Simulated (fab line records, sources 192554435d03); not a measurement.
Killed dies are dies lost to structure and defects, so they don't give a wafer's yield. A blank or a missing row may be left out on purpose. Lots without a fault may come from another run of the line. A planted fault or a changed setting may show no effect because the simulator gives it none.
fab line records | flow n5_finfet
record lots=14 wafers=42 last_day=18
route steps=1938 shown BEOL_M2@925 BEOL_M3@942
lots that met no fault: from a run of the same line without faults
start_h: hours from the record's first day to the start of the lot's first wafer shown | wait_h: hours since the lot's step before | " the same as in the row above | L1.1+2: a row that stands for several wafers | - no value, or no start given | * or withheld: withheld | < > ~ a bound
route shown NAME@n: a module of which the file shows steps, and the number in the route of the first | usual: mean/standard deviation of fault-free wafers | same: alike in all rows | chamber/n: place in a boat | sites: the reading at each site | _std_site: their standard deviation | _edge_site: outer sites' mean less inner sites' | radius_mm: how far each site lies from the wafer's centre | mask NAME#n: copy n | behind: the tool/chamber that last shaped the wafer | hold: why the lot was held/for how many hours/how that ended | device: the transistor (n, p or np) that didn't switch | end of line: the same wafers' tests at the end of the route | a step without rows: its recipe alone | killed: dies lost to structure and defects at the first sort, not the wafer's yield | map: a wafer's dies, x killed, . not, _ none there
set.NAME: the setting as run; set.NAME@STEP: as run at that earlier step | model.NAME: the simulator's own value behind a step, which no gauge read
steps of the route over a sample of lots; a table a step, a row a wafer
services: from which hour (start_h, from the record's first day; less than 0 if before it) a tool's chamber was out of use, for how many hours, and why
## steps
# step N5_BEOL_M2_PRE_CLEAN_60
# recipe gas=NH3/H2 time_s=15 temp_c=* rf_power_w=300
# usual heater_power_w=88/19
# same time_s=15
# columns lot.wafer tool chamber start_h wait_h heater_power_w
L582.4 cvd_co-02 2 144.66 0.1 65
L582.5 " 0 " " 114
L582.6 " 1 " " 102
L583.2 cvd_co-02 0 149.60 0.1 110
L583.4 " 0 " " 113
L583.6 " 2 " " 64
L584.2 cvd_co-01 0 152.79 0.0 74
L584.3 " 2 " " 72
L584.5 " 0 " " 75
L585.1 cvd_co-02 0 156.19 0.0 113
L585.2 " 1 " " 102
L585.5 " 2 " " 66
L587.3 cvd_co-02 2 193.35 0.1 64
L587.4 " 1 " " 104
L587.5 " 2 " " 65
L590.1 cvd_co-02 2 203.27 0.0 65
L590.3 " 1 " " 97
L590.5 " 1 " " 100
L595.3 cvd_co-01 2 216.96 0.1 74
L595.4 " 2 " " 69
L595.5 " 1 " " 81
L594.3 cvd_co-01 2 218.76 0.1 70
L594.4 " 2 " " 71
L594.5 " 0 " " 74
L597.2 cvd_co-02 0 242.09 0.0 113
L597.3 " 2 " " 65
L597.5 " 0 " " 111
L600.1 cvd_co-02 1 253.59 0.0 101
L600.2 " 0 " " 112
L600.3 " 2 " " 67
L599.1 cvd_co-01 0 261.72 0.0 75
L599.2 " 1 " " 81
L599.3 " 2 " " 71
L603.2 cvd_co-02 0 277.88 0.0 114
L603.3 " 2 " " 65
L603.4 " 0 " " 112
L605.2 cvd_co-01 1 281.84 0.0 80
L605.4 " 1 " " 82
L605.5 " 0 " " 76
L604.1 cvd_co-02 2 288.11 0.0 65
L604.2 " 0 " " 112
L604.4 " 2 " " 68
# step N5_BEOL_M2_CO_CAP_55
# recipe material=Co target_thk_a=20 temp_c=200 precursor=CCTBA/H2 pressure_torr=30 time_s=102.1
# usual heater_power_w=240/24
# same time_s=102.1
# columns lot.wafer tool chamber start_h wait_h heater_power_w
L582.4 cvd_co-02 2 144.71 0.0 214
L582.5 " 0 " " 266
L582.6 " 1 " " 248
L583.2 cvd_co-02 0 149.64 0.0 266
L583.4 " 0 " " 274
L583.6 " 2 " " 210
L584.2 cvd_co-01 0 152.83 0.0 223
L584.3 " 2 " " 217
L584.5 " 0 " " 222
L585.1 cvd_co-02 0 156.23 0.0 273
L585.2 " 1 " " 250
L585.5 " 2 " " 207
L587.3 cvd_co-02 2 193.39 0.0 205
L587.4 " 1 " " 254
L587.5 " 2 " " 218
L590.1 cvd_co-02 2 203.31 0.0 210
L590.3 " 1 " " 250
L590.5 " 1 " " 256
L595.3 cvd_co-01 2 217.00 0.0 217
L595.4 " 2 " " 223
L595.5 " 1 " " 233
L594.3 cvd_co-01 2 218.80 0.0 218
L594.4 " 2 " " 224
L594.5 " 0 " " 227
L597.2 cvd_co-02 0 242.13 0.0 270
L597.3 " 2 " " 211
L597.5 " 0 " " 272
L600.1 cvd_co-02 1 253.63 0.0 251
L600.2 " 0 " " 265
L600.3 " 2 " " 213
L599.1 cvd_co-01 0 261.76 0.0 221
L599.2 " 1 " " 226
L599.3 " 2 " " 225
L603.2 cvd_co-02 0 277.92 0.0 276
L603.3 " 2 " " 218
L603.4 " 0 " " 276
L605.2 cvd_co-01 1 281.88 0.0 239
L605.4 " 1 " " 235
L605.5 " 0 " " 226
L604.1 cvd_co-02 2 288.15 0.0 212
L604.2 " 0 " " 266
L604.4 " 2 " " 217
# step N5_BEOL_M3_PEB_09
# recipe peb_temp_c=100 peb_time_s=60 resist=CAR-EUV
# usual chill_plate_temp_C=23.00/0.11 exhaust_pa=45.1/0.94 peb_time_s=60/0
# columns lot.wafer tool chamber start_h wait_h chill_plate_temp_C exhaust_pa peb_time_s
L582.4 litho_track-01 0 146.27 0.0 22.96 45.7 60
L582.5 " 0 " " 22.97 44.4 60
L582.6 " 0 " " 23.02 44.6 60
L583.2 litho_track-03 0 150.58 0.0 22.92 44.8 60
L583.4 " 0 " " 22.93 44.2 60
L583.6 " 0 " " 22.98 46.0 60
L584.2 litho_track-03 0 155.60 0.0 23.04 45.2 60
L584.3 " 0 " " 23.06 45.0 60
L584.5 " 0 " " 23.07 45.7 60
L585.1 litho_track-01 0 157.94 0.1 22.87 46.0 60
L585.2 " 0 " " 22.68 47.0 60
L585.5 " 0 " " 22.95 45.7 60
L587.3 litho_track-03 0 198.32 0.0 23.04 45.3 60
L587.4 " 0 " " 22.89 45.9 60
L587.5 " 0 " " 23.01 47.3 60
L590.1 litho_track-04 0 206.02 0.1 23.03 44.1 60
L590.3 " 0 " " 22.87 44.9 60
L590.5 " 0 " " 23.04 43.6 60
L595.3 litho_track-01 - 218.07 0.0 - - -
L595.4 " - " " - - -
L595.5 " - " " - - -
L594.3 litho_track-01 - 220.16 0.0 - - -
L594.4 " - " " - - -
L594.5 " - " " - - -
L597.2 litho_track-04 0 244.25 0.0 23.06 45.4 60
L597.3 " 0 " " 23.21 45.2 60
L597.5 " 0 " " 23.11 45.3 60
L600.1 litho_track-03 0 258.19 0.1 23.01 44.5 60
L600.2 " 0 " " 23.13 46.0 60
L600.3 " 0 " " 23.02 45.6 60
L599.1 litho_track-01 0 263.04 0.1 22.97 44.9 60
L599.2 " 0 " " 23.05 44.6 60
L599.3 " 0 " " 22.94 44.8 60
L603.2 litho_track-01 0 278.69 0.0 23.03 45.8 60
L603.3 " 0 " " 22.90 47.3 60
L603.4 " 0 " " 22.90 45.4 60
L605.2 litho_track-03 0 282.82 0.0 23.01 44.0 60
L605.4 " 0 " " 22.87 44.4 60
L605.5 " 0 " " 23.15 45.8 60
L604.1 litho_track-01 0 289.98 0.1 23.02 44.8 60
L604.2 " 0 " " 23.16 44.5 60
L604.4 " 0 " " 23.05 45.8 60
# step N5_BEOL_M3_ETCH_74
# recipe chemistry=N2/H2 target=underlayer target_depth_a=65 mask_material=CAR-EUV time_s=5.2 ion_energy_ev=200 pressure_mtorr=30 source_w=840 bias_w=150 n2_flow_sccm=200 h2_flow_sccm=200 ends=cleared
# usual drypump_motor_current_A=5.7/0.33 etch_rf_on_time_s=5.23/0.15 oes_product_au=0.67/0.084 rf_vpp_V=524.1/2.3 showerhead_plenum_p_Torr=2.55/0.069 throttle_valve_pct=17.77/0.22
# columns lot.wafer tool chamber start_h wait_h drypump_motor_current_A etch_rf_on_time_s oes_product_au rf_hours_counter_h rf_vpp_V showerhead_plenum_p_Torr throttle_valve_pct
L582.4 rie_diel-05 3 146.50 0.0 5.6 5.54 0.57 - 522.5 2.52 17.86
L582.5 " 0 " " 5.4 5.18 0.78 - 530.6 2.71 17.67
L582.6 " 2 " " 5.8 5.33 0.59 - 524.7 2.52 17.86
L583.2 rie_diel-04 1 151.08 0.0 6.3 4.99 0.61 215 525.1 2.61 17.96
L583.4 " 2 " " 6.2 4.92 0.79 16 522.4 2.50 17.36
L583.6 " 1 " " 6.3 5.04 0.62 - 525.0 2.61 17.97
L584.2 rie_diel-01 1 156.04 0.0 5.5 5.11 0.63 169 521.8 2.54 17.79
L584.3 " 3 " " 5.7 5.20 0.64 135 519.8 2.44 17.72
L584.5 " 2 " " 5.4 5.31 0.59 - 522.3 2.51 18.35
L585.1 rie_diel-01 1 158.17 0.0 5.6 5.20 0.63 170 524.1 2.54 17.77
L585.2 " 0 " " 5.3 5.09 0.72 57 526.3 2.56 17.67
L585.5 " 2 " " 5.3 5.30 0.59 - 523.8 2.51 18.33
L587.3 rie_diel-04 2 198.55 0.0 6.2 4.98 0.76 31 523.4 2.49 17.35
L587.4 " 1 " " 6.3 5.11 0.59 - 524.7 2.60 17.98
L587.5 " 2 " " 6.2 5.04 0.76 - 522.9 2.49 17.36
L590.1 rie_diel-04 2 206.24 0.0 6.2 5.04 0.75 34 523.8 2.49 17.35
L590.3 " 0 " " 5.6 5.32 0.59 254 527.1 2.62 18.07
L590.5 " 1 " " 6.3 5.10 0.60 - 526.1 2.60 17.97
L595.3 rie_diel-05 3 218.36 0.0 5.6 5.52 0.57 222 522.2 2.51 17.88
L595.4 " 2 " " 5.8 5.40 0.60 224 523.2 2.51 17.90
L595.5 " 0 " " 5.4 5.21 0.75 - 527.5 2.70 17.71
L594.3 rie_diel-01 3 220.38 0.0 5.7 5.29 0.61 153 520.9 2.43 17.74
L594.4 " 2 " " 5.4 5.34 0.58 253 524.8 2.50 18.36
L594.5 " 1 " " 5.5 5.25 0.62 - 523.6 2.53 17.82
L597.2 rie_diel-01 3 244.47 0.0 5.7 5.32 0.61 160 520.9 2.43 17.77
L597.3 " 0 " " 5.3 5.11 0.69 81 523.1 2.55 17.72
L597.5 " 3 " " 5.7 5.31 0.61 - 520.0 2.43 17.77
L600.1 rie_diel-04 3 258.49 0.0 5.9 5.29 0.77 17 526.3 2.60 17.70
L600.2 " 0 " " 5.6 5.27 0.80 9 525.2 2.62 17.64
L600.3 " 2 " " 6.2 5.05 0.73 51 523.2 2.48 17.37
L599.1 rie_diel-05 1 263.27 0.0 5.2 5.19 0.62 169 523.3 2.54 17.67
L599.2 " 3 " " 5.6 5.58 0.55 235 522.1 2.51 17.88
L599.3 " 2 " " 5.9 5.28 0.59 237 522.3 2.51 17.95
L603.2 rie_diel-04 0 279.24 0.0 5.6 5.11 0.80 17 522.9 2.61 17.67
L603.3 " 2 " " 6.2 4.98 0.71 59 520.1 2.48 17.41
L603.4 " 3 " " 5.9 5.29 0.74 - 525.9 2.60 17.72
L605.2 rie_diel-04 2 283.05 0.0 6.2 5.05 0.72 61 522.3 2.48 17.41
L605.4 " 0 " " 5.7 5.18 0.80 - 524.8 2.61 17.64
L605.5 " 3 " " 5.9 5.26 0.75 - 526.7 2.60 17.74
L604.1 rie_diel-04 0 290.22 0.0 5.7 5.15 0.77 23 526.9 2.61 17.68
L604.2 " 1 " " 6.3 4.92 0.89 0 523.2 2.59 17.57
L604.4 " 2 " " 6.2 5.00 0.71 - 521.7 2.48 17.43
## services
# columns tool chamber start_h hours kind
rie_diel-05 1 141.67 9.0 repair
cvd_co-01 2 169.77 3.3 repair
rie_diel-04 3 184.80 - clean
rie_diel-04 3 184.80 - consumable_replace:focus_ring
rie_diel-04 3 184.80 21.8 scheduled_down
rie_diel-04 3 184.80 21.8 vent_cycle
rie_diel-05 3 190.29 7.9 repair
rie_diel-01 1 194.00 11.3 repair
rie_diel-01 0 197.51 3.7 repair
rie_diel-04 0 206.61 - clean
rie_diel-04 0 206.61 - consumable_replace:focus_ring
rie_diel-04 0 206.61 19.9 scheduled_down
rie_diel-04 0 206.61 19.9 vent_cycle
cvd_co-02 - 216.98 2.8 pm
rie_diel-01 3 226.04 5.8 repair
rie_diel-01 2 236.17 32.3 repair
rie_diel-01 - 236.82 0.8 repair
rie_diel-04 1 253.83 13.9 repair
rie_diel-04 1 274.71 - clean
rie_diel-04 1 274.71 - consumable_replace:focus_ring
rie_diel-04 1 274.71 15.4 scheduled_down
rie_diel-01 1 279.30 8.4 repair
rie_diel-01 3 286.15 4.1 repair
rie_diel-04 3 287.19 4.6 repair
## key
first_sign step=N5_BEOL_M3_PEB_09 reading=tool_record direction=missing
effect none on later readings
met_at N5_BEOL_M3_PEB_09
struck_lots L594,L595
later_rows_left_out L594.3,L594.4,L594.5,L595.3,L595.4,L595.5
sort_left_out L594.3,L594.4,L594.5,L595.3,L595.4,L595.5
not_acting_at N5_BEOL_M2_PRE_CLEAN_60,N5_BEOL_M2_CO_CAP_55,N5_BEOL_M3_ETCH_74
onset_between 157.94 218.07
fault kind=skipped_step_whole tool=litho_track-01 chamber=- onset_h=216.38 steps=N5_BEOL_M3_PEB_09 scope=struck_lots_only
# sort_left_out: the simulated sort isn't trusted on such a fault, so these wafers' sort isn't shown, and their yield isn't known
# later_rows_left_out: the simulator's readings of these wafers behind a module that went badly wrong aren't trusted and aren't shown, but for the sort
